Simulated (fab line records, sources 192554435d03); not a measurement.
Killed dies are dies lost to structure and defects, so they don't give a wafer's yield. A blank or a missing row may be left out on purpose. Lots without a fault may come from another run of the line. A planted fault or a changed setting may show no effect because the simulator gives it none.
Split-lot experiment | flow n5_finfet | 7 lots, 39 wafers read, on a route of 1938 steps

THE SPLIT
At N5_FIN_CUT_CUT_ETCH_26 (etches SiNx in CH3F/O2, target depth 39 nm, time 55.7 s), the setting target_depth_a was moved away from the recipe's 390 angstrom on 12 of the 39 wafers read, by +3.6% to +9.9%. The other wafers ran this setting at the recipe's value.

The reading is taken at the split's own step.

THE READING
etch.depth_nm (the simulator's own value, which no gauge read), in nm, at N5_FIN_CUT_CUT_ETCH_26 (etches SiNx in CH3F/O2, target depth 39 nm, time 55.7 s). The file gives no usual value for it. The 27 wafers here that ran the recipe average 38.50 nm, standard deviation 0.61 nm.

wafer  | tool, chamber at the split | target_depth_a as run, angstrom | against the recipe | etch.depth_nm, nm | against lot-mates on the recipe
L082.1 | rie_diel-02, 1             | 390                             | recipe             | 38.06             | -
L082.2 | rie_diel-02, 2             | 415.9                           | +6.6%              | 40.3              | +2.18
L082.3 | rie_diel-02, 0             | 390                             | recipe             | 38.2              | -
L082.4 | rie_diel-02, 2             | 415.9                           | +6.6%              | 40.14             | +2.02
L082.5 | rie_diel-02, 0             | 390                             | recipe             | 38.09             | -
L082.6 | rie_diel-02, 1             | 415.9                           | +6.6%              | 40.77             | +2.65
L084.1 | rie_diel-05, 0             | 404                             | +3.6%              | 39.59             | +0.88
L084.2 | rie_diel-05, 3             | 404                             | +3.6%              | 40.7              | +1.99
L084.3 | rie_diel-05, 1             | 390                             | recipe             | 38.96             | -
L084.4 | rie_diel-05, 2             | 404                             | +3.6%              | 41.18             | +2.47
L084.5 | rie_diel-05, 1             | 390                             | recipe             | 38.86             | -
L084.6 | rie_diel-05, 0             | 390                             | recipe             | 38.32             | -
L085.1 | rie_diel-05, 2             | 416.8                           | +6.9%              | 41.96             | +3.22
L085.2 | rie_diel-05, 0             | 416.8                           | +6.9%              | 40.57             | +1.83
L085.3 | rie_diel-05, 1             | 390                             | recipe             | 39.01             | -
L085.4 | rie_diel-05, 2             | 416.8                           | +6.9%              | 41.85             | +3.11
L085.5 | rie_diel-05, 1             | 390                             | recipe             | 39.18             | -
L085.6 | rie_diel-05, 0             | 390                             | recipe             | 38.04             | -
L086.1 | rie_diel-02, 2             | 390                             | recipe             | 38.11             | -
L086.2 | rie_diel-02, 1             | 390                             | recipe             | 38.21             | -
L086.3 | rie_diel-02, 0             | 390                             | recipe             | 38.49             | -
L086.4 | rie_diel-02, 3             | 390                             | recipe             | 39.59             | -
L086.5 | rie_diel-02, 2             | 390                             | recipe             | 37.85             | -
L086.6 | rie_diel-02, 3             | 390                             | recipe             | 39.85             | -
L090.1 | rie_diel-02, 0             | 428.8                           | +9.9%              | 42                | +4.12
L090.2 | rie_diel-02, 2             | 390                             | recipe             | 37.84             | -
L090.3 | rie_diel-02, 1             | 390                             | recipe             | 37.85             | -
L090.4 | rie_diel-02, 3             | 428.8                           | +9.9%              | 43.39             | +5.51
L090.5 | rie_diel-02, 2             | 390                             | recipe             | 37.95             | -
L090.6 | rie_diel-02, 1             | 428.8                           | +9.9%              | 41.63             | +3.75
L093.1 | rie_diel-02, 0             | 390                             | recipe             | 37.63             | -
L093.3 | rie_diel-02, 2             | 390                             | recipe             | 38.1              | -
L093.5 | rie_diel-02, 2             | 390                             | recipe             | 38.15             | -
L094.1 | rie_diel-01, 0             | 390                             | recipe             | 39.7              | -
L094.2 | rie_diel-01, 1             | 390                             | recipe             | 38.79             | -
L094.3 | rie_diel-01, 2             | 390                             | recipe             | 38.22             | -
L094.4 | rie_diel-01, 0             | 390                             | recipe             | 39.35             | -
L094.5 | rie_diel-01, 2             | 390                             | recipe             | 38.34             | -
L094.6 | rie_diel-01, 1             | 390                             | recipe             | 38.78             | -

THE FIT
A straight line over all 39 wafers: etch.depth_nm changes by +0.382 nm for each +1% of target_depth_a; r = +0.89; the points scatter about the line by 0.68 nm.
The same after taking each lot's own level away (the mean of its wafers on the recipe; 39 wafers): +0.417 nm for each +1%; r = +0.93; scatter 0.57 nm.
On that fit, the largest move of target_depth_a shifts the reading by 4.1 nm.
The lots' own levels span 37.880 to 38.863 nm, that is 1.6 times the standard deviation above.
So the lot-to-lot level changes the slope little: the two slopes agree.
Check: with one of the wafers moved furthest among these (+9.9%) left out of the fit, the line predicts +4.15 nm for it against its lot-mates. It came out at +4.12 nm against them.

OTHER SPLITS ON THESE WAFERS
These wafers also went through other splits before the reading. Each is held against what the fit with the lots' levels taken away leaves over:
other split on the same wafers | wafers away from the commonest value | r with etch.depth_nm (lot level and that fit taken away)
N5_WELL_APT_EPI_41 time_s      | 15                                   | -0.05

THE FILE'S OWN FIT
etch.depth_nm changes by +0.416 nm for each +1% of target_depth_a, r = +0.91.
